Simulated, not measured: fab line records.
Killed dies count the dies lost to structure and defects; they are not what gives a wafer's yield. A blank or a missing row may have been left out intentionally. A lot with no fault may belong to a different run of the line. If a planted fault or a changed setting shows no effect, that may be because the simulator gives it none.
Tool commonality check ; flow nand-harc ; 3 lots, 9 wafers sampled

THE REASON FOR OPENING IT
At NHARC_END_SORT_01 the reading killed-at-periphery is flagged on 3 of 3 lots. Wafers without a fault read 3.6, standard deviation 2.5.
Rule: a lot gets a flag if all its wafers with a number sit over 4 standard deviations from that mean, or if no wafer of it has a number. All remaining lots are regarded as sound.

lot;measured;on;killed-at-periphery, wafer by wafer;flag
L643;day 22 12:20;prober-02;640 644 651;FLAGGED
L642;day 22 13:20;prober-01;656 656 643;FLAGGED
L650;day 23 19:52;prober-01;634 643 639;FLAGGED
Flagged lots average 645.1: +641.5 relative to the usual, that is +99 or more standard deviations.

WHICH TOOL EACH LOT WENT THROUGH
The record holds 3 process steps before the reading, out of a route of 1159 steps. Each cell gives the tool, then ch followed by the chambers the sampled wafers passed through, then the start.
lot;flag;NHARC_P_ZERO_WELL_EXPOSE_21;NHARC_A_CONTACT_ETCH_98;NHARC_A_BLC_DESCUM_15
L643;FLAGGED;krf-scanner-02 ch 0, day 4 20:19;rie-diel-01 ch 0,1,2, day 20 04:32 or earlier;rie-diel-06 ch 0,1,3, day 20 04:32
L642;FLAGGED;krf-scanner-02 ch 0, day 4 14:37;rie-diel-11 ch 1,2, day 20 06:16 or earlier;rie-diel-10 ch 0,1,3, day 20 06:16
L650;FLAGGED;krf-scanner-02 ch 0, day 6 14:23;rie-diel-07 ch 0,2,3, day 21 20:39 or earlier;rie-diel-13 ch 0,2,3, day 21 20:39
These steps, and what they do:
- NHARC_P_ZERO_WELL_EXPOSE_21: exposes mask P NWELL, target cd 720 nm.
- NHARC_A_CONTACT_ETCH_98: etches the open film in C4F6/O2, target depth 20 nm, time 10 s.
- NHARC_A_BLC_DESCUM_15: chemistry O2, time 3 s.
- NHARC_END_SORT_01

FLAGGED AGAINST TOTAL, ONE TOOL AT A TIME (gauges that did the reading follow at the end)
step;tool;lots run;flagged;share of the flagged lots;sound lots run after its first flagged lot
NHARC_P_ZERO_WELL_EXPOSE_21;krf-scanner-02;3;3;all;0
NHARC_A_CONTACT_ETCH_98;rie-diel-01;1;1;some;0
NHARC_A_CONTACT_ETCH_98;rie-diel-07;1;1;some;0
NHARC_A_CONTACT_ETCH_98;rie-diel-11;1;1;some;0
NHARC_A_BLC_DESCUM_15;rie-diel-06;1;1;some;0
NHARC_A_BLC_DESCUM_15;rie-diel-10;1;1;some;0
NHARC_A_BLC_DESCUM_15;rie-diel-13;1;1;some;0
NHARC_END_SORT_01;prober-01;2;2;some;0
NHARC_END_SORT_01;prober-02;1;1;some;0
NHARC_A_CONTACT_ETCH_98: start missing for some lots; hours and lot order therefore follow NHARC_A_BLC_DESCUM_15.

THE TABLE: WHAT IT ALLOWS
Rows of the table that ran each flagged lot: 1, that is krf-scanner-02 at NHARC_P_ZERO_WELL_EXPOSE_21.
- krf-scanner-02 at NHARC_P_ZERO_WELL_EXPOSE_21: 3 of its 3 lots flagged. It ran no sound lot before its first flagged lot in this sample, so the start can't be narrowed down.
Just one tool remains: krf-scanner-02 at NHARC_P_ZERO_WELL_EXPOSE_21.

WHAT WAS PUT IN BY THE SIMULATOR
Scanner matching overlay: krf-scanner-02, from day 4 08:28 on, at NHARC_P_ZERO_WELL_EXPOSE_21. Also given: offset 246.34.
Lots struck among those shown: L643, L642, L650. The rule above found the same.
